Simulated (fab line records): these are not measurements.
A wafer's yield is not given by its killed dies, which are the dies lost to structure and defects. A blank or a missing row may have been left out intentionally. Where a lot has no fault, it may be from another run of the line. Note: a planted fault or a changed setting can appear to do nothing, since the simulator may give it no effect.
fab line records	flow nand_harc
record: lots: 7	wafers: 21	last_day: 32
route steps=1302 shown A_WL_FILL@973 A_CONTACT@983 END@1302
lots that met no fault: from a run of the same line without faults
start_h: the number of hours between the record's first day and the start of the first shown wafer of the lot	wait_h: hours elapsed since this lot's preceding step	" identical to the entry in the row above	L1.1+2: a single row standing in for several wafers	- no value, or no start was given	* or withheld: withheld	< > ~ a bound
route shown NAME@n: NAME is a module with steps in the file, n the number in the route of the first one	usual: mean/standard deviation taken from wafers without a fault	same: alike in all rows	chamber/n: place in a boat	sites: readings site by site	_std_site: standard deviation across them	_edge_site: outer sites' mean less inner sites'	radius_mm: how far each site lies from the wafer's centre	mask NAME#n: copy n	behind: the most recent tool/chamber to have shaped the wafer	hold: why the lot went on hold/how many hours it stayed there/how the hold came to an end	device: whichever transistor did not switch (one of n, p or np)	end of line: at the end of the route, the tests of the same wafers	step lacking rows: just its recipe	killed: dies that structure and defects cost at the first sort, which is not the same as the wafer's yield	map: a wafer's dies, marking killed ones x, the rest . and places with no die _
set.NAME: the run value of the setting; set.NAME@STEP: its run value at that earlier step	model.NAME: the simulator's own value behind a step, which no gauge read
lots at some steps of the route; a table a step, a row a wafer
services: when a tool's chamber went out of use (start_h, in hours from the record's first day, below 0 if earlier), for how many hours, and the reason
== steps ==
step: NHARC_A_WL_FILL_PRECLEAN_30
recipe: time_s: 10	chemistry: dHF
step: NHARC_A_WL_FILL_SRD_14
step: NHARC_A_WL_FILL_ALD_19
recipe: target_thk_a: 20	pulse_time_s: 3	ald_cycles: 100	temp_c: 450	material: TiN
step: NHARC_A_WL_FILL_CVD_20
recipe: target_thk_a: 1000	temp_c: 400	pressure_torr: 40	wf6_flow_sccm: 40	h2_flow_sccm: 1600	ar_flow_sccm: 1560	time_s: 74	material: W
step: NHARC_A_WL_FILL_CMP_12
recipe: t_overpolish_s: 30	target_thk_nm: 100
step: NHARC_A_WL_FILL_SRD_31
step: NHARC_A_WL_FILL_INSPECT_15
usual: raw_defect_count: 481/120
lot.wafer	tool	chamber	start_h	wait_h	raw_defect_count
L164.1	defect_inspect-02	-	546.56	0.0	422
L164.2	"	-	"	"	457
L164.5	"	-	"	"	485
L167.1	defect_inspect-02	-	580.82	0.0	730
L167.5	"	-	"	"	664
L167.6	"	-	"	"	510
L170.2	defect_inspect-02	-	591.54	0.0	331
L170.5	"	-	"	"	523
L170.6	"	-	"	"	323
L169.3	defect_inspect-02	-	591.56	0.0	328
L169.4	"	-	"	"	505
L169.6	"	-	"	"	416
L172.1	defect_inspect-02	-	602.01	0.0	471
L172.3	"	-	"	"	373
L172.6	"	-	"	"	935
L171.1	defect_inspect-02	-	608.29	0.0	529
L171.4	"	-	"	"	442
L171.6	"	-	"	"	398
L179.1	defect_inspect-01	-	675.88	0.0	496
L179.4	"	-	"	"	702
L179.5	"	-	"	"	321
step: NHARC_A_CONTACT_DEP_24
recipe: target_thk_a: 5000	temp_c: 400	pressure_torr: 6.5	rf_w: 900	teos_flow_sccm: 161.4	flow_sccm: 2650	target_thk_nm: 500	gas: O2	material: SiO2
usual: chamber_pressure_Torr: 6.499/0.014	flow_sccm: 2649/7.4	heater_power_w: 531/110	throttle_valve_pct: 16.1/0.5
lot.wafer	tool	chamber	start_h	wait_h	chamber_pressure_Torr	flow_sccm	heater_power_w	throttle_valve_pct
L164.1	pecvd-03	0	546.63	0.1	6.509	2662	594	16.9
L164.2	"	2	"	"	6.499	2649	599	15.9
L164.5	"	2	"	"	6.487	2661	628	16.0
L167.1	pecvd-02	0	580.95	0.1	6.512	2656	399	16.7
L167.6	"	2	"	"	6.472	2639	627	15.9
L167.5	"	1	"	"	6.526	2641	633	16.5
L170.2	pecvd-03	2	591.60	0.1	6.468	2656	490	15.7
L170.5	"	0	"	"	6.475	2638	654	16.3
L170.6	"	1	"	"	6.493	2651	449	16.6
L169.3	pecvd-01	2	591.69	0.1	6.513	2648	514	14.7
L169.4	"	1	"	"	6.514	2667	525	15.2
L169.6	"	2	"	"	6.534	2656	542	14.9
L172.1	pecvd-03	0	602.14	0.1	6.487	2638	591	16.4
L172.3	"	1	"	"	6.505	2648	419	16.7
L172.6	"	2	"	"	6.488	2654	522	15.8
L171.1	pecvd-02	0	608.49	0.2	6.505	2645	401	16.3
L171.4	"	1	"	"	6.511	2651	564	16.5
L171.6	"	0	"	"	6.500	2650	281	16.2
L179.1	pecvd-03	2	676.01	0.1	6.479	2649	576	16.0
L179.5	"	2	"	"	6.480	2645	586	15.9
L179.4	"	0	"	"	6.484	2639	658	16.6
step: NHARC_A_CONTACT_DEP_28
recipe: target_thk_a: 70000	temp_c: 400	material: aC
usual: susceptor_temp_C: 399.99/0.23	throttle_valve_pct: 35.000/0.0081
lot.wafer	tool	chamber	start_h	wait_h	susceptor_temp_C	throttle_valve_pct
L164.1	acl_dep-02	0	547.37	0.2	-	35.006
L164.2	"	0	"	"	-	35.005
L164.5	"	0	550.16	3.0	-	35.011
L167.1	acl_dep-01	0	582.09	0.6	400.20	34.993
L167.5	"	0	584.94	3.5	400.23	34.998
L167.6	"	0	"	"	400.37	34.994
L170.2	acl_dep-03	0	593.55	1.4	-	35.005
L170.5	"	0	595.64	3.5	-	35.004
L170.6	"	0	"	"	-	34.996
L169.3	acl_dep-01	-	595.27	3.1	-	-
L169.4	"	-	"	"	-	-
L169.6	"	-	597.38	5.2	-	-
L172.1	acl_dep-01	-	603.12	0.5	-	-
L172.3	"	-	604.54	1.9	-	-
L172.6	"	-	606.68	4.0	-	-
L171.1	acl_dep-01	-	612.86	4.0	-	-
L171.4	"	-	615.00	6.1	-	-
L171.6	"	-	616.42	7.5	-	-
L179.1	acl_dep-03	0	680.83	4.3	400.02	34.983
L179.4	"	0	682.97	6.5	400.16	35.008
L179.5	"	0	"	"	400.27	35.008
step: NHARC_A_CONTACT_DEP_29
recipe: target_thk_a: 1000	target_thk_nm: 100	temp_c: 400	pressure_torr: 3.5	flow_sccm: 200	rf_w: 350	material: SiON
step: NHARC_A_CONTACT_DEHYDRATE_32
recipe: temp_c: 150	time_s: 120
step: NHARC_A_CONTACT_HMDS_33
recipe: time_s: 30
step: NHARC_A_CONTACT_COAT_34
recipe: temp_c: 260	time_s: 75
step: NHARC_A_CONTACT_COAT_35
recipe: temp_c: 225	time_s: 65
step: NHARC_A_CONTACT_COAT_36
recipe: spin_rpm: 1500	resist_thk_nm: 90
step: NHARC_A_CONTACT_SOFTBAKE_37
recipe: temp_c: 105	time_s: 55
step: NHARC_A_CONTACT_EBR_38
step: NHARC_A_CONTACT_EXPOSE_39
recipe: na: 1.35	sigma_outer: 0.8	dose_mj: 58.79	mask_id: A_CC_3
step: NHARC_A_CONTACT_PEB_40
recipe: peb_temp_c: 100	peb_time_s: 65
step: NHARC_A_CONTACT_DEVELOP_41
recipe: develop_time_s: 35	dev_temp_c: 23
step: NHARC_A_CONTACT_CD_MEAS_42
recipe: target_cd_nm: 300	landing_energy_ev: 500
usual: cd_nm: 300.0/0.62
same: landing_energy_ev: 500
lot.wafer	tool	chamber	start_h	wait_h	cd_nm
L164.1	cd_sem-03	0	552.30	-	300.0
L164.2	"	0	"	"	299.9
L164.5	"	0	"	"	299.8
L167.1	cd_sem-03	0	587.11	-	300.7
L167.5	"	0	"	"	300.7
L167.6	"	0	"	"	299.8
L170.2	cd_sem-02	0	597.77	-	299.9
L170.5	"	0	"	"	299.8
L170.6	"	0	"	"	298.6
L169.3	cd_sem-01	0	598.84	-	299.3
L169.4	"	0	"	"	300.2
L169.6	"	0	"	"	300.8
L172.1	cd_sem-01	0	608.13	-	299.5
L172.3	"	0	"	"	300.6
L172.6	"	0	"	"	300.0
L171.1	cd_sem-01	0	617.88	-	300.1
L171.4	"	0	"	"	299.9
L171.6	"	0	"	"	299.6
L179.1	cd_sem-02	0	685.93	-	300.1
L179.4	"	0	"	"	299.2
L179.5	"	0	"	"	300.6
step: NHARC_A_CONTACT_OVL_MEAS_43
usual: overlay_x_nm: -0.1/0.78	overlay_y_nm: -0.2/0.9
lot.wafer	tool	chamber	start_h	wait_h	overlay_x_nm	overlay_y_nm
L164.1	overlay-02	-	552.39	-	1.4	1.1
L164.2	"	-	"	"	1.2	1.3
L164.5	"	-	"	"	1.4	0.5
L167.1	overlay-02	-	587.19	-	-1.2	-0.7
L167.5	"	-	"	"	-0.7	0.2
L167.6	"	-	"	"	-0.3	-0.3
L170.2	overlay-01	-	597.86	-	-1.0	-0.3
L170.5	"	-	"	"	-1.5	-0.5
L170.6	"	-	"	"	-0.9	-0.5
L169.3	overlay-01	-	598.92	-	0.0	-0.4
L169.4	"	-	"	"	-0.1	-0.1
L169.6	"	-	"	"	0.0	0.3
L172.1	overlay-02	-	608.22	-	1.1	1.3
L172.3	"	-	"	"	1.0	1.7
L172.6	"	-	"	"	1.0	1.1
L171.1	overlay-01	-	617.97	-	-0.1	-0.1
L171.4	"	-	"	"	-0.2	-0.6
L171.6	"	-	"	"	-0.3	0.1
L179.1	overlay-02	-	686.01	-	-0.5	-1.7
L179.4	"	-	"	"	-0.2	-1.2
L179.5	"	-	"	"	-0.3	-2.0
step: NHARC_A_CONTACT_INSPECT_44
usual: raw_defect_count: 71/40
lot.wafer	tool	chamber	start_h	wait_h	raw_defect_count
L164.1	defect_inspect-02	-	552.43	0.0	117
L164.2	"	-	"	"	115
L164.5	"	-	"	"	116
L167.1	defect_inspect-01	-	587.23	0.0	86
L167.5	"	-	"	"	76
L167.6	"	-	"	"	72
L170.2	defect_inspect-01	-	597.89	0.0	24
L170.5	"	-	"	"	32
L170.6	"	-	"	"	29
L169.3	defect_inspect-02	-	598.96	0.0	106
L169.4	"	-	"	"	127
L169.6	"	-	"	"	111
L172.1	defect_inspect-01	-	608.26	0.0	23
L172.3	"	-	"	"	17
L172.6	"	-	"	"	25
L171.1	defect_inspect-02	-	618.00	0.0	40
L171.4	"	-	"	"	46
L171.6	"	-	"	"	40
L179.1	defect_inspect-02	-	686.05	0.0	111
L179.4	"	-	"	"	118
L179.5	"	-	"	"	130
step: NHARC_A_CONTACT_DESCUM_47
recipe: time_s: 3	o2_flow_sccm: 200	ar_flow_sccm: 0	bias_power_w: 0	chemistry: O2
step: NHARC_A_CONTACT_ETCH_48
recipe: target_depth_a: 390	over_etch_frac: 0.3	time_s: 65	ion_energy_ev: 80	cf4_flow_sccm: 150	ar_flow_sccm: 0	rf_w: 300	bias_w: 100	chemistry: CF4
step: NHARC_A_CONTACT_ETCH_49
recipe: target_depth_a: 2600	over_etch_frac: 0.3	time_s: 475.3	ion_energy_ev: 200	n2_flow_sccm: 150	h2_flow_sccm: 150	ar_flow_sccm: 0	rf_w: 400	bias_w: 150	chemistry: N2/H2
usual: bias_w: 150.1/0.44	drypump_motor_current_A: 5.8/0.46	oes_product_au: 1.001/0.0096	rf_vpp_V: 430.1/2.5	showerhead_plenum_p_Torr: 2.03/0.089	throttle_valve_pct: 14.171/0.0093
lot.wafer	tool	chamber	start_h	wait_h	bias_w	drypump_motor_current_A	oes_product_au	rf_hours_counter_h	rf_vpp_V	showerhead_plenum_p_Torr	throttle_valve_pct
L164.2	rie_diel-02	0	-	-	150.5	5.3	0.993	47	432.9	2.09	14.164
L164.1	"	2	"	"	150.1	5.4	1.014	47	429.9	2.02	14.190
L164.5	"	0	"	"	149.4	5.3	1.005	-	430.9	2.09	14.167
L167.1	rie_diel-13	3	-	-	150.7	5.4	1.020	21	433.2	2.21	14.158
L167.6	"	1	"	"	150.0	5.9	1.013	-	431.5	2.07	14.159
L167.5	"	2	"	"	150.1	5.3	0.990	-	427.4	1.92	14.173
L170.2	rie_diel-13	1	-	-	150.2	5.9	0.996	22	431.9	2.07	14.173
L170.6	"	1	"	"	150.4	5.9	0.996	-	431.4	2.07	14.181
L170.5	"	2	"	"	149.7	5.3	0.990	-	428.1	1.92	14.164
L169.3	rie_diel-08	0	-	-	148.5	6.3	0.995	7	428.9	1.98	14.165
L169.4	"	1	"	"	149.2	6.0	0.991	5	429.2	1.99	14.191
L169.6	"	0	"	"	149.7	6.3	0.983	-	428.3	1.98	14.178
L172.3	rie_diel-08	0	-	-	150.9	6.3	0.981	8	429.4	1.98	14.170
L172.1	"	1	"	"	151.0	6.0	0.992	6	429.7	1.98	14.166
L172.6	"	3	"	"	150.2	5.7	1.008	-	430.1	2.07	14.160
L171.4	rie_diel-02	2	-	-	150.5	5.4	1.005	13	428.8	2.02	14.169
L171.1	"	0	"	"	149.4	5.3	1.008	14	431.4	2.08	14.165
L171.6	"	1	"	"	149.8	6.4	0.992	-	435.9	2.19	14.177
L179.1	rie_diel-08	2	-	-	149.8	6.1	1.009	20	427.7	1.90	14.163
L179.4	"	0	"	"	150.2	6.3	1.002	18	426.8	1.98	14.171
L179.5	"	2	"	"	150.0	6.1	1.010	-	425.2	1.90	14.178
step: NHARC_A_CONTACT_ETCH_50
recipe: target_depth_a: 1210	time_s: 60.5	cf4_flow_sccm: 100	chf3_flow_sccm: 30	ar_flow_sccm: 0	rf_w: 500	bias_w: 200	chemistry: CF4/CHF3
step: NHARC_A_CONTACT_ETCH_51
recipe: target_depth_a: 70000	over_etch_frac: 0.3	time_s: 1820	ion_energy_ev: 150	o2_flow_sccm: 400	cos_flow_sccm: 20	ar_flow_sccm: 0	rf_w: 500	bias_w: 300	chemistry: O2/COS
step: NHARC_A_CONTACT_ETCH_111
recipe: source_w: withheld	pressure_mtorr: 20	bias_v: withheld	time_s: 140	target_depth_a: 7000	ar_flow_sccm: withheld	c4f8_flow_sccm: withheld	o2_flow_sccm: withheld	chemistry: C4F8/O2/Ar
step: NHARC_A_CONTACT_ETCH_112
recipe: source_w: withheld	pressure_mtorr: 20	bias_v: 3000	time_s: 190	target_depth_a: 18500	ar_flow_sccm: withheld	c4f8_flow_sccm: withheld	o2_flow_sccm: withheld	chemistry: C4F8/O2/Ar
step: NHARC_A_CONTACT_ETCH_113
recipe: source_w: withheld	pressure_mtorr: 20	bias_v: 3000	time_s: 190	target_depth_a: 18500	ar_flow_sccm: withheld	c4f8_flow_sccm: withheld	o2_flow_sccm: withheld	chemistry: C4F8/O2/Ar
lot.wafer	tool	chamber	start_h	wait_h	rf_hours_counter_h
L164.1	har_cap_etch-02	0	554.68	0.1	92
L164.2	"	1	"	"	92
L164.5	"	1	"	"	-
L167.1	har_cap_etch-03	1	589.88	0.1	57
L167.5	"	0	"	"	-
L167.6	"	1	"	"	-
L170.2	har_cap_etch-03	0	600.18	0.1	59
L170.5	"	1	"	"	-
L170.6	"	0	"	"	-
L169.4	har_cap_etch-01	1	601.27	0.1	-
L169.3	"	0	"	"	-
L169.6	"	1	"	"	-
L172.1	har_cap_etch-01	1	610.50	0.1	17
L172.3	"	0	"	"	-
L172.6	"	1	"	"	-
L171.1	har_cap_etch-03	1	620.25	0.1	64
L171.4	"	1	"	"	-
L171.6	"	0	"	"	-
L179.1	har_cap_etch-03	0	688.34	0.1	73
L179.4	"	1	"	"	-
L179.5	"	1	"	"	-
step: NHARC_A_CONTACT_ETCH_114
recipe: source_w: withheld	pressure_mtorr: 20	bias_v: 3000	time_s: 190	target_depth_a: 18500	ar_flow_sccm: withheld	c4f8_flow_sccm: withheld	o2_flow_sccm: withheld	chemistry: C4F8/O2/Ar
step: NHARC_A_CONTACT_ETCH_115
recipe: source_w: withheld	pressure_mtorr: 20	bias_v: 3000	time_s: 190	target_depth_a: 18500	ar_flow_sccm: withheld	c4f8_flow_sccm: withheld	o2_flow_sccm: withheld	chemistry: C4F8/O2/Ar
step: NHARC_A_CONTACT_ETCH_116
recipe: source_w: withheld	pressure_mtorr: 20	bias_v: 3000	time_s: 190	target_depth_a: 18500	ar_flow_sccm: withheld	c4f8_flow_sccm: withheld	o2_flow_sccm: withheld	chemistry: C4F8/O2/Ar
step: NHARC_A_CONTACT_ETCH_117
recipe: source_w: withheld	pressure_mtorr: 20	bias_v: 3000	time_s: 190	target_depth_a: 18500	ar_flow_sccm: withheld	c4f8_flow_sccm: withheld	o2_flow_sccm: withheld	chemistry: C4F8/O2/Ar
lot.wafer	tool	chamber	start_h	wait_h	rf_hours_counter_h
L164.1	har_cap_etch-02	0	555.37	0.1	92
L164.2	"	1	"	"	92
L164.5	"	1	"	"	-
L167.1	har_cap_etch-03	1	590.56	0.1	57
L167.5	"	0	"	"	-
L167.6	"	1	"	"	-
L170.2	har_cap_etch-03	0	600.86	0.1	60
L170.5	"	1	"	"	-
L170.6	"	0	"	"	-
L169.4	har_cap_etch-01	1	601.96	0.1	-
L169.3	"	0	"	"	-
L169.6	"	1	"	"	-
L172.1	har_cap_etch-01	1	611.18	0.1	18
L172.3	"	0	"	"	-
L172.6	"	1	"	"	-
L171.1	har_cap_etch-03	1	620.94	0.1	65
L171.4	"	1	"	"	-
L171.6	"	0	"	"	-
L179.1	har_cap_etch-03	0	689.02	0.1	74
L179.4	"	1	"	"	-
L179.5	"	1	"	"	-
step: NHARC_A_CONTACT_ETCH_118
recipe: source_w: withheld	pressure_mtorr: 20	bias_v: 3000	time_s: 190	target_depth_a: 18500	ar_flow_sccm: withheld	c4f8_flow_sccm: withheld	o2_flow_sccm: withheld	chemistry: C4F8/O2/Ar
step: NHARC_A_CONTACT_ETCH_119
recipe: source_w: withheld	pressure_mtorr: 20	bias_v: 3000	time_s: 190	target_depth_a: 18500	ar_flow_sccm: withheld	c4f8_flow_sccm: withheld	o2_flow_sccm: withheld	chemistry: C4F8/O2/Ar
lot.wafer	tool	chamber	start_h	wait_h	rf_hours_counter_h
L164.1	har_cap_etch-02	0	555.71	0.1	92
L164.2	"	1	"	"	92
L164.5	"	1	"	"	-
L167.1	har_cap_etch-03	1	590.91	0.1	58
L167.5	"	0	"	"	-
L167.6	"	1	"	"	-
L170.2	har_cap_etch-03	0	601.20	0.1	60
L170.5	"	1	"	"	-
L170.6	"	0	"	"	-
L169.4	har_cap_etch-01	1	602.30	0.1	-
L169.3	"	0	"	"	-
L169.6	"	1	"	"	-
L172.1	har_cap_etch-01	1	611.53	0.1	18
L172.3	"	0	"	"	-
L172.6	"	1	"	"	-
L171.1	har_cap_etch-03	1	621.28	0.1	65
L171.4	"	1	"	"	-
L171.6	"	0	"	"	-
L179.1	har_cap_etch-03	0	689.36	0.1	74
L179.4	"	1	"	"	-
L179.5	"	1	"	"	-
step: NHARC_A_CONTACT_ETCH_120
recipe: source_w: withheld	pressure_mtorr: 20	bias_v: 3000	time_s: 190	target_depth_a: 18500	ar_flow_sccm: withheld	c4f8_flow_sccm: withheld	o2_flow_sccm: withheld	chemistry: C4F8/O2/Ar
step: NHARC_END_SORT_01
recipe: temp_c: 25
usual: defect_limited_yield: 92.5/2.5	killed_at_array: 46/16	killed_at_other: 0.9/1.3	killed_at_periphery: 4.1/3	killed_dies: 51/17	killed_open: 3.5/1.8	killed_short: 2.5/1.8	sort_bin_2_pct: 2.6/1.1	sort_bin_3_pct: 0.6/0.37	sort_bin_4_pct: 4.4/1.4	sort_n_pass: 626/17	sort_rim_yield_pct: 88/4.6	sort_yield_pct: 92.5/2.5
same: gross_dies: 677	sort_bin_5_pct[%]: 0	sort_bin_6_pct[%]: 0	sort_bin_7_pct[%]: 0	sort_bin_8_pct[%]: 0	sort_rim_n_gross: 106.00
lot.wafer	tool	chamber	start_h	wait_h	defect_limited_yield[%]	killed_at_array	killed_at_other	killed_at_periphery	killed_dies	killed_open	killed_short	sort_bin_2_pct[%]	sort_bin_3_pct[%]	sort_bin_4_pct[%]	sort_n_pass	sort_rim_yield_pct[%]	sort_yield_pct[%]
L164.1	prober-02	0	625.73	2.5	93.2	44	2	0	46	3	1	2.1	1.2	3.5	631	87	93.2
L164.2	prober-02	0	626.54	2.8	88.8	69	2	5	76	3	1	3.4	1.5	6.4	601	87	88.8
L164.5	prober-02	0	628.94	3.7	88.9	71	3	1	75	5	1	3.1	0.6	7.4	602	84	88.9
L167.1	prober-02	0	658.73	2.5	91.0	52	0	9	61	1	3	3.1	0.7	5.2	616	83	91.0
L167.5	prober-02	0	661.94	3.7	90.5	52	2	10	64	4	5	3.5	0.3	5.6	613	88	90.5
L167.6	prober-02	0	662.75	4.0	92.5	45	0	6	51	4	3	2.7	0.4	4.4	626	84	92.5
L170.2	prober-02	0	668.91	2.8	96.0	25	0	2	27	3	0	1.2	0.3	2.5	650	90	96.0
L170.5	prober-02	0	671.29	3.7	95.1	33	0	0	33	2	1	1.9	0.4	2.5	644	85	95.1
L170.6	prober-02	0	672.08	4.0	96.5	24	0	0	24	3	2	1.3	0	2.2	653	92	96.5
L179.1	prober-01	0	761.89	2.5	90.3	61	2	3	66	3	6	3.4	1.0	5.3	611	86	90.3
L179.4	prober-01	0	764.31	3.4	90.5	56	1	7	64	1	2	4.0	1.0	4.4	613	84	90.5
L179.5	prober-01	0	765.11	3.7	89.8	66	0	3	69	2	5	4.3	0.9	5.0	608	81	89.8
killed by level:class
L164.1 A_CHANNEL_HOLE_D1:chamber_film_flake=14 A_CHANNEL_HOLE_D2:chamber_film_flake=9 A_CONTACT:chamber_film_flake=8 A_STAIRCASE:chamber_film_flake=6 A_DECK1_JOINT:geometric_particle:open=2 A_WL_FILL:chamber_film_flake=2 A_CHANNEL_HOLE_D1:geometric_particle:open=1 STARTING-WAFER:geometric_particle:short=1
L164.2 A_CHANNEL_HOLE_D1:chamber_film_flake=31 A_CHANNEL_HOLE_D2:chamber_film_flake=20 A_STAIRCASE:chamber_film_flake=6 A_CONTACT:chamber_film_flake=6 P_M0:chamber_film_flake=2 A_SLIT:chamber_film_flake=2 A_WL_FILL:chamber_film_flake=2 HYBRID_BOND:latent=2
L164.5 A_CHANNEL_HOLE_D1:chamber_film_flake=32 A_CHANNEL_HOLE_D2:chamber_film_flake=21 A_WL_FILL:chamber_film_flake=5 A_CONTACT:chamber_film_flake=5 A_STAIRCASE:chamber_film_flake=3 THIN_TSV:chamber_film_flake=3 P_M1:geometric_particle:open=1 A_ONON_D1:geometric_particle:short=1
L167.1 A_CHANNEL_HOLE_D1:chamber_film_flake=21 A_CHANNEL_HOLE_D2:chamber_film_flake=15 P_M2:chamber_film_flake=7 A_CONTACT:chamber_film_flake=6 A_CHANNEL_FILL_D2:chamber_film_flake=2 A_SLIT:chamber_film_flake=2 A_WL_FILL:chamber_film_flake=2 P_M0:geometric_particle:short=1
L167.5 A_CHANNEL_HOLE_D1:chamber_film_flake=29 A_CHANNEL_HOLE_D2:chamber_film_flake=13 P_GATE:chamber_film_flake=3 P_M2:chamber_film_flake=3 A_SGD_CUT:geometric_particle:short=2 A_M0:geometric_particle:open=2 P_STI:chamber_film_flake=2 P_M0:geometric_particle:short=1
L167.6 A_CHANNEL_HOLE_D1:chamber_film_flake=20 A_CHANNEL_HOLE_D2:chamber_film_flake=8 P_GATE:chamber_film_flake=3 A_CHANNEL_HOLE_D1:geometric_particle:open=2 P_M2:chamber_film_flake=2 A_CHANNEL_FILL_D1:chamber_film_flake=2 A_CHANNEL_FILL_D2:chamber_film_flake=2 A_STAIRCASE:chamber_film_flake=2
L170.2 A_CHANNEL_HOLE_D2:chamber_film_flake=12 A_CONTACT:chamber_film_flake=7 A_M1:chamber_film_flake=2 P_M0:geometric_particle:open=1 P_M1:geometric_particle:open=1 A_DECK1_JOINT:geometric_particle:open=1 A_ZERO_WELL:chamber_film_flake=1 A_CHANNEL_HOLE_D1:chamber_film_flake=1
L170.5 A_CHANNEL_HOLE_D2:chamber_film_flake=12 A_CONTACT:chamber_film_flake=7 A_CHANNEL_HOLE_D1:chamber_film_flake=5 A_M1:chamber_film_flake=4 A_SLIT:chamber_film_flake=2 A_ONON_D2:geometric_particle:open=1 A_CHANNEL_FILL_D2:geometric_particle:short=1 A_M0:geometric_particle:open=1
L170.6 A_CHANNEL_HOLE_D2:chamber_film_flake=6 A_CHANNEL_HOLE_D1:chamber_film_flake=5 A_SLIT:chamber_film_flake=3 A_CONTACT:chamber_film_flake=3 A_CHANNEL_FILL_D2:geometric_particle:open=2 A_WL_FILL:geometric_particle:short=2 A_BLC:geometric_particle:open=1 A_WL_FILL:chamber_film_flake=1
L179.1 A_SLIT:chamber_film_flake=31 A_CHANNEL_HOLE_D2:chamber_film_flake=18 A_CHANNEL_HOLE_D1:chamber_film_flake=4 THIN_TSV:chamber_film_flake=2 P_CONTACT:geometric_particle:open=1 P_M1:geometric_particle:open=1 A_SOURCE_PLATE:geometric_particle:short=1 A_CHANNEL_FILL_D1:geometric_particle:short=1
L179.4 A_CHANNEL_HOLE_D2:chamber_film_flake=25 A_SLIT:chamber_film_flake=17 A_CHANNEL_HOLE_D1:chamber_film_flake=8 P_GATE:chamber_film_flake=3 A_STAIRCASE:chamber_film_flake=3 P_STI:chamber_film_flake=2 P_ZERO_WELL:geometric_particle:short=1 A_SOURCE_PLATE:geometric_particle:open=1
L179.5 A_SLIT:chamber_film_flake=27 A_CHANNEL_HOLE_D2:chamber_film_flake=18 A_CHANNEL_HOLE_D1:chamber_film_flake=12 A_ONON_D2:geometric_particle:short=2 P_ZERO_WELL:chamber_film_flake=2 A_SOURCE_PLATE:geometric_particle:short=1 A_ONON_D1:geometric_particle:short=1 A_DECK1_JOINT:geometric_particle:open=1
== services ==
tool	chamber	start_h	hours	kind
rie_diel-08	0	524.73	-	clean
rie_diel-08	1	524.73	-	clean
rie_diel-08	2	524.73	-	clean
rie_diel-08	-	544.80	9.0	pm
pecvd-03	-	547.59	13.0	pm
pecvd-03	0	547.59	13.0	vent_cycle
pecvd-03	1	547.59	13.0	vent_cycle
pecvd-03	2	547.59	13.0	vent_cycle
acl_dep-01	-	558.83	13.0	pm
pecvd-03	0	560.59	-	clean
pecvd-03	1	560.59	-	clean
pecvd-03	2	560.59	-	clean
rie_diel-08	1	569.57	13.0	repair
rie_diel-02	-	570.85	9.0	pm
rie_diel-13	0	585.30	4.4	repair
pecvd-02	-	589.14	13.0	pm
acl_dep-02	-	608.32	13.0	pm
har_cap_etch-02	-	651.24	0.8	repair
pecvd-02	1	656.52	32.0	repair
acl_dep-02	-	660.06	5.6	repair
acl_dep-03	-	663.96	13.0	pm
pecvd-03	-	665.23	0.6	repair
pecvd-01	-	673.33	13.0	pm
rie_diel-08	3	681.75	2.5	repair
== key ==
first_sign: step: NHARC_A_CONTACT_DEP_28	reading: tool_record	direction: missing
effect none on later readings
met_at NHARC_A_CONTACT_DEP_28
struck_wafers L169.3,L169.4,L169.6,L171.1,L171.4,L171.6,L172.1,L172.3,L172.6
scrapped_behind NHARC_A_CONTACT_INSPECT_71 L169.3,L169.4,L169.6,L171.1,L171.4,L171.6,L172.1,L172.3,L172.6
onset_between 582.09 595.27
fault: kind: skipped_step_whole	tool: acl_dep-01	chamber: -	onset_h: 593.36	steps: NHARC_A_CONTACT_DEP_28	scope: struck_lots_only
